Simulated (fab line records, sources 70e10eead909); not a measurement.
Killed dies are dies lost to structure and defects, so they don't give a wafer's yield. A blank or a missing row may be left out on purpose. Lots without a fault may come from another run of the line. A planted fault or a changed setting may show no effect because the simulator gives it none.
Which tool did it? | flow nand_harc | 6 lots, 18 wafers sampled, at 2 steps of a route of 1302

WHAT THE GAUGES READ, wafer by wafer
NHARC_A_M0_OVL_MEAS_10: pitch 160 nm.
lot  | measured     | on         | overlay_x_nm (nm)
L826 | day 23 00:56 | overlay-01 | -0.2 0.8 0.6
L835 | day 27 11:58 | overlay-01 | 0.9 1.3 1.1
L840 | day 28 22:03 | overlay-02 | -1.0 -0.8 -0.3
L842 | day 30 06:49 | overlay-02 | 0.1 0.4 0.0
L846 | day 31 23:12 | overlay-01 | 0.8 0.5 0.4
L848 | day 32 09:45 | overlay-02 | 0.4 0.8 1.2

WHICH TOOL RAN EACH LOT (tool, then ch and the chambers of the sampled wafers, then the start)
lot  | NHARC_A_BLC_CVD_24
L826 | cvd_w-02 ch 0,1, day 23 00:56 or earlier
L835 | cvd_w-01 ch 0,1, day 27 11:58 or earlier
L840 | cvd_w-02 ch 0,1, day 28 22:03 or earlier
L842 | cvd_w-02 ch 0,1, day 30 06:49 or earlier
L846 | cvd_w-01 ch 0,1, day 31 23:12 or earlier
L848 | cvd_w-02 ch 0,1, day 32 09:45 or earlier
- NHARC_A_BLC_CVD_24: deposits W, target thk 150 nm, time 434 s.

THE ANSWER, worked out from the rows above alone
Rule: what is usual is taken from the lots themselves. Put in order of their means at a reading, lots are off if they are a third of the lots or fewer, leave a main group of 4 or more, and stand apart from it by a gap of 3 or more times the standard deviation of the main group's means; of several such gaps the widest counts. A main group whose means are all the same, to the digits that the tables above print for the reading, isn't used. A lot without any number at a reading at which 4 lots or more have one is off too. The other lots that the step has rows for count as sound.
No lot is off at any reading shown: from this, nothing can be told.

WHAT THE SIMULATOR HAD PUT IN
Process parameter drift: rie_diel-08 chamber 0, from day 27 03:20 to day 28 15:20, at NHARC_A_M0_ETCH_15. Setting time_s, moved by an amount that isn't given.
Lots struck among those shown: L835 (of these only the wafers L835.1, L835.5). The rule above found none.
